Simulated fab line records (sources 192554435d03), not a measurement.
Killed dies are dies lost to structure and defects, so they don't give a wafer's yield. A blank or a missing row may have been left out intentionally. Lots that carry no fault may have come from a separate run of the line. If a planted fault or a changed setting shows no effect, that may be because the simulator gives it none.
fab line records | flow n5-finfet | part 2 of 2: steps 5 to 6 of 6
record: lots: 23 wafers: 69 last-day: 18
route steps=1938 shown BEOL_M4@1092 BEOL_M6@1210
lots with no fault: from the same line, run without faults
start-h: the number of hours between the record's first day and the start of the first shown wafer of the lot | wait-h: time in hours since the lot's previous step | " repeats the value in the row above | L1.1+2: several wafers, shown together as one row | - no value, or no start given | * or withheld: withheld | < > ~ a bound
route shown NAME@n: a module of which the file shows steps, and the number in the route of the first | usual: mean and standard deviation over wafers with no fault | same: alike in all rows | chamber/n: place in a boat | sites: per-site readings | _std_site: standard deviation of those values | _edge_site: outer sites' mean less inner sites' | radius-mm: how far each site lies from the wafer's centre | mask NAME#n: copy n | behind: tool/chamber where the wafer was last shaped | hold: why the lot went on hold/how many hours it stayed there/how the hold came to an end | device: the transistor (n, p or np) that didn't switch | end of line: the same wafers' tests at the end of the route | for a step that has no rows: nothing shown but its recipe | killed: dies lost to structure and defects at the first sort, not the wafer's yield | map: a wafer's dies, marking killed ones x, the rest . and places with no die _
set.NAME: the setting as run; set.NAME@STEP: as run at that earlier step | model.NAME: the simulator's own value behind a step, which no gauge read
one table for each step of the route and one row for each wafer, over a sample of lots
services: when a tool's chamber went out of use (start-h, in hours from the record's first day, below 0 if earlier), for how many hours, and the reason
== steps ==
step: N5_BEOL_M6_ETCH_66
recipe: chemistry: N2/H2 target: SOC target-depth-a: 800 overetch-a: 160 mask-material: SiARC temp-c: 40 time-s: 120 ion-energy-ev: 200 pressure-mtorr: 30 source-w: 840 bias-w: 150 n2-flow-sccm: 200 h2-flow-sccm: 200
usual: drypump-motor-current-A: 5.8/0.48 oes-product-au: 0.59/0.067 rf-vpp-V: 524.2/2.5 showerhead-plenum-p-Torr: 2.56/0.08 throttle-valve-pct: 17.9/0.31
columns lot.wafer tool chamber start-h wait-h drypump-motor-current-A oes-product-au rf-hours-counter-h rf-vpp-V showerhead-plenum-p-Torr throttle-valve-pct
L074.3 rie-diel-05 2 194.96 0.0 5.9 0.54 209 523.1 2.49 17.6
L074.4 " 3 " " 5.7 0.53 233 526.2 2.61 17.8
L074.6 " 0 " " 6.4 0.58 - 521.4 2.45 17.9
L075.1 rie-diel-05 1 204.76 0.0 4.8 0.53 215 527.8 2.62 18.3
L075.3 " 2 " " 5.9 0.54 212 523.8 2.49 17.6
L075.5 " 2 " " 5.9 0.54 - 522.5 2.49 17.6
L076.1 rie-diel-01 1 205.01 0.0 6.6 0.72 3 525.7 2.63 17.4
L076.4 " 2 " " 5.7 0.58 - 528.8 2.64 18.3
L076.6 " 2 " " 5.7 0.57 - 525.1 2.64 18.3
L077.3 rie-diel-02 0 223.76 0.0 5.3 0.54 210 521.8 2.53 18.4
L077.4 " 3 " " 5.9 0.66 - 521.8 2.49 18.0
L077.6 " 1 " " 5.9 0.56 - 522.0 2.47 18.1
L079.1 rie-diel-02 1 234.03 0.0 5.9 0.55 161 520.1 2.47 18.1
L079.4 " 2 " " 5.7 0.61 - 524.3 2.58 17.9
L079.6 " 1 " " 5.9 0.55 - 521.3 2.46 18.1
L078.2 rie-diel-05 1 234.09 0.0 4.8 0.52 226 526.2 2.61 18.3
L078.3 " 3 " " 5.6 0.52 247 524.0 2.61 17.8
L078.6 " 1 " " 4.7 0.53 - 526.5 2.61 18.3
L080.4 rie-diel-05 1 239.51 0.0 4.8 0.52 227 526.3 2.61 18.3
L080.5 " 3 " " 5.7 0.53 - 527.2 2.61 17.8
L080.6 " 0 " " 6.4 0.57 - 519.2 2.44 18.0
L082.2 rie-diel-01 0 243.53 0.0 6.3 0.73 10 528.5 2.72 17.9
L082.4 " 3 " " 5.7 0.56 195 523.1 2.53 17.9
L082.5 " 2 " " 5.7 0.57 - 526.2 2.63 18.3
L081.3 rie-diel-01 0 243.93 0.0 6.3 0.73 10 528.8 2.72 17.9
L081.5 " 0 " " 6.3 0.72 - 530.0 2.72 17.9
L081.6 " 1 " " 6.6 0.68 - 526.2 2.63 17.4
L083.1 rie-diel-05 2 251.88 0.0 5.9 0.53 230 522.1 2.48 17.6
L083.4 " 1 " " 4.8 0.52 - 524.0 2.61 18.4
L083.6 " 2 " " 5.9 0.53 - 523.3 2.48 17.6
L084.1 rie-diel-02 1 259.27 0.0 5.9 0.55 172 520.0 2.46 18.1
L084.4 " 1 " " 5.9 0.54 - 520.5 2.46 18.1
L084.6 " 0 " " 5.3 0.55 - 523.5 2.53 18.4
L085.1 rie-diel-02 0 268.77 0.0 5.3 0.54 228 524.1 2.52 18.4
L085.2 " 2 " " 5.8 0.60 123 522.8 2.57 18.0
L085.3 " 1 " " 5.9 0.54 179 520.0 2.46 18.1
L087.1 rie-diel-01 2 273.10 0.0 5.7 0.56 216 525.4 2.63 18.3
L087.3 " 3 " " 5.7 0.56 207 523.4 2.52 18.0
L087.5 " 0 " " 6.3 0.71 - 527.8 2.71 17.9
L086.2 rie-diel-05 1 275.36 0.0 4.8 0.52 242 524.5 2.60 18.3
L086.3 " 0 " " 6.4 0.57 196 519.2 2.44 18.0
L086.4 " 2 " " 5.9 0.54 236 522.7 2.48 17.6
L090.1 rie-diel-05 0 288.02 0.0 6.4 0.56 201 520.0 2.44 18.0
L090.3 " 1 " " 4.8 0.52 247 524.8 2.60 18.4
L090.6 " 3 " " 5.6 0.73 - 524.5 2.60 17.4
L088.1 rie-diel-02 2 297.98 0.0 5.7 0.59 136 525.4 2.56 17.9
L088.4 " 1 " " 5.9 0.54 192 521.3 2.45 18.1
L088.5 " 2 " " 5.8 0.59 - 523.0 2.56 18.0
L093.1 rie-diel-01 3 303.25 0.0 5.8 0.56 219 524.6 2.51 18.0
L093.3 " 1 " " 6.5 0.65 39 524.7 2.62 17.4
L093.4 " 0 " " 6.3 0.69 34 527.8 2.71 17.9
L092.1 rie-diel-02 3 303.51 0.0 5.9 0.65 61 520.4 2.49 18.0
L092.2 " 0 " " 5.3 0.53 242 522.1 2.52 18.4
L092.3 " 1 " " 5.9 0.54 193 520.8 2.45 18.1
L091.1 rie-diel-01 3 321.85 0.0 5.8 0.55 225 521.7 2.51 18.0
L091.2 " 2 " " 5.7 0.54 234 527.0 2.62 18.3
L091.4 " 0 " " 6.3 0.68 41 529.3 2.71 17.9
L094.3 rie-diel-01 2 324.79 0.0 5.7 0.55 236 525.0 2.62 18.3
L094.4 " 3 " " 5.7 0.54 226 523.8 2.51 18.0
L094.6 " 0 " " 6.2 0.69 - 527.8 2.71 17.9
L096.3 rie-diel-05 2 326.38 0.1 5.9 0.52 - 523.4 2.47 17.7
L096.5 " 3 " " 5.6 0.69 - 525.2 2.60 17.4
L096.6 " 2 " " 5.9 0.52 - 522.4 2.47 17.7
L095.2 rie-diel-01 2 330.43 0.0 5.7 0.55 238 525.9 2.62 18.3
L095.5 " 0 " " 6.2 0.68 - 526.5 2.70 17.9
L095.6 " 3 " " 5.8 0.55 - 522.4 2.51 18.0
L097.2 rie-diel-05 1 336.79 0.0 4.8 0.74 2 525.8 2.60 17.9
L097.3 " 3 " " 5.7 0.67 32 524.2 2.59 17.4
L097.5 " 1 " " 4.8 0.74 - 525.1 2.60 17.9
step: N5_BEOL_M6_ETCH_41
recipe: chemistry: CH3F/O2 target: SiCN target-depth-a: 297 taper-deg: 2 time-s: 52 ion-energy-ev: 120 mask-material: TiN pressure-mtorr: 30 source-w: 395 bias-w: 75 Ar_flow_sccm: 150 CH3F_flow_sccm: 30 O2_flow_sccm: 20
usual: drypump-motor-current-A: 5.8/0.48 oes-product-au: 0.77/0.093 rf-vpp-V: 297.5/1.5 showerhead-plenum-p-Torr: 2.01/0.068 throttle-valve-pct: 16.42/0.29
columns lot.wafer tool chamber start-h wait-h drypump-motor-current-A oes-product-au rf-hours-counter-h rf-vpp-V showerhead-plenum-p-Torr throttle-valve-pct
L074.3 rie-diel-05 2 - - 5.8 0.71 209 297.3 1.98 16.38
L074.4 " 3 " " 5.6 0.68 233 297.6 2.06 16.35
L074.6 " 0 " " 6.4 0.73 - 295.9 1.93 16.47
L075.1 rie-diel-05 1 - - 4.7 0.67 215 298.0 2.07 16.82
L075.3 " 2 " " 5.8 0.71 212 298.3 1.97 16.40
L075.5 " 2 " " 5.8 0.71 - 297.5 1.97 16.39
L076.1 rie-diel-01 1 - - 6.6 0.95 3 297.7 2.05 15.75
L076.4 " 2 " " 5.7 0.74 - 300.4 2.06 16.69
L076.6 " 2 " " 5.7 0.75 - 298.6 2.06 16.67
L077.3 rie-diel-02 0 - - 5.3 0.71 210 296.2 1.98 16.67
L077.4 " 3 " " 5.9 0.87 - 295.3 1.95 16.28
L077.6 " 1 " " 5.8 0.72 - 295.3 1.91 16.27
L079.1 rie-diel-02 1 - - 5.9 0.72 161 295.8 1.90 16.30
L079.4 " 2 " " 5.7 0.78 - 297.6 2.03 16.44
L079.6 " 1 " " 5.9 0.72 - 295.4 1.90 16.30
L078.2 rie-diel-05 1 - - 4.7 0.67 227 298.0 2.07 16.84
L078.3 " 3 " " 5.6 0.67 247 297.0 2.05 16.37
L078.6 " 1 " " 4.7 0.67 - 297.0 2.07 16.84
L080.4 rie-diel-05 1 - - 4.8 0.66 227 297.9 2.07 16.84
L080.5 " 3 " " 5.7 0.66 - 298.1 2.05 16.36
L080.6 " 0 " " 6.4 0.73 - 297.3 1.93 16.50
L082.2 rie-diel-01 0 - - 6.3 0.97 10 301.1 2.15 16.45
L082.4 " 3 " " 5.7 0.74 195 296.1 1.98 16.37
L082.5 " 2 " " 5.7 0.74 - 298.2 2.06 16.71
L081.3 rie-diel-01 0 - - 6.3 0.96 10 299.2 2.15 16.45
L081.5 " 0 " " 6.3 0.96 - 300.2 2.15 16.45
L081.6 " 1 " " 6.5 0.90 - 298.1 2.05 15.79
L083.1 rie-diel-05 2 - - 5.8 0.69 230 297.3 1.97 16.42
L083.4 " 1 " " 4.8 0.66 - 298.9 2.07 16.87
L083.6 " 2 " " 5.9 0.69 - 298.1 1.97 16.40
L084.1 rie-diel-02 1 - - 5.9 0.71 172 296.7 1.90 16.30
L084.4 " 1 " " 5.9 0.71 - 295.9 1.90 16.34
L084.6 " 0 " " 5.3 0.71 - 296.9 1.98 16.70
L085.1 rie-diel-02 0 - - 5.3 0.70 228 296.1 1.97 16.72
L085.2 " 2 " " 5.8 0.77 123 297.2 2.02 16.48
L085.3 " 1 " " 5.8 0.71 179 296.4 1.90 16.32
L087.1 rie-diel-01 2 - - 5.7 0.73 216 298.0 2.05 16.74
L087.3 " 3 " " 5.7 0.74 207 296.0 1.97 16.39
L087.5 " 0 " " 6.2 0.93 - 300.2 2.15 16.46
L086.2 rie-diel-05 1 - - 4.8 0.66 242 297.4 2.06 16.87
L086.3 " 0 " " 6.4 0.72 196 294.5 1.92 16.52
L086.4 " 2 " " 5.9 0.69 236 298.3 1.97 16.45
L090.1 rie-diel-05 0 - - 6.4 0.71 201 295.5 1.92 16.52
L090.3 " 1 " " 4.7 0.66 247 299.6 2.06 16.88
L090.6 " 3 " " 5.7 0.93 - 298.5 2.05 15.90
L088.1 rie-diel-02 2 - - 5.8 0.75 137 297.9 2.02 16.50
L088.4 " 1 " " 5.8 0.71 192 295.5 1.89 16.35
L088.5 " 2 " " 5.7 0.76 - 298.7 2.02 16.50
L093.1 rie-diel-01 3 - - 5.7 0.72 219 295.9 1.97 16.41
L093.3 " 1 " " 6.5 0.86 39 298.9 2.04 15.83
L093.4 " 0 " " 6.3 0.91 35 300.0 2.14 16.50
L092.1 rie-diel-02 3 - - 5.9 0.86 61 296.0 1.94 16.32
L092.2 " 0 " " 5.3 0.70 242 297.0 1.97 16.73
L092.3 " 1 " " 5.8 0.70 194 294.9 1.89 16.34
L091.1 rie-diel-01 3 - - 5.7 0.72 226 296.6 1.97 16.42
L091.2 " 2 " " 5.7 0.71 234 298.3 2.05 16.77
L091.4 " 0 " " 6.3 0.90 41 298.0 2.14 16.50
L094.3 rie-diel-01 2 - - 5.7 0.72 236 298.8 2.05 16.76
L094.4 " 3 " " 5.8 0.73 227 296.0 1.96 16.44
L094.6 " 0 " " 6.3 0.91 - 299.2 2.14 16.49
L096.3 rie-diel-05 2 - - 5.9 0.68 - 296.5 1.96 16.49
L096.5 " 3 " " 5.7 0.89 - 299.0 2.04 15.93
L096.6 " 2 " " 5.9 0.69 - 296.0 1.96 16.48
L095.2 rie-diel-01 2 - - 5.7 0.73 238 298.8 2.05 16.78
L095.5 " 0 " " 6.2 0.90 - 298.8 2.14 16.53
L095.6 " 3 " " 5.7 0.71 - 296.3 1.96 16.43
L097.2 rie-diel-05 1 - - 4.8 0.97 2 299.1 2.06 16.34
L097.3 " 3 " " 5.6 0.87 32 298.1 2.04 15.96
L097.5 " 1 " " 4.8 0.97 - 298.5 2.06 16.34
== services ==
columns tool chamber start-h hours kind
rie-diel-01 1 177.02 - clean
rie-diel-01 1 177.02 - consumable-replace:esc
rie-diel-01 1 177.02 - consumable-replace:focus-ring
rie-diel-02 - 195.71 3.6 repair
rie-diel-01 0 199.26 - clean
rie-diel-01 0 199.26 - consumable-replace:focus-ring
rie-diel-01 0 199.26 - consumable-replace:showerhead
rie-diel-01 0 199.26 18.1 scheduled-down
rie-diel-01 0 199.26 18.1 vent-cycle
rie-diel-05 0 203.48 8.1 repair
rie-diel-02 2 205.00 27.5 repair
rie-diel-02 0 226.35 10.5 repair
rie-diel-02 3 241.86 46.0 repair
rie-diel-05 3 243.39 - clean
rie-diel-05 3 243.39 - consumable-replace:focus-ring
rie-diel-05 3 243.39 13.8 scheduled-down
rie-diel-05 3 243.39 13.8 vent-cycle
rie-diel-05 - 266.00 4.0 pm
rie-diel-05 1 297.00 - clean
rie-diel-05 0 319.99 7.4 repair
rie-diel-02 0 327.18 - clean
rie-diel-02 0 327.18 - consumable-replace:focus-ring
rie-diel-02 0 327.18 35.0 scheduled-down
rie-diel-02 0 327.18 35.0 vent-cycle
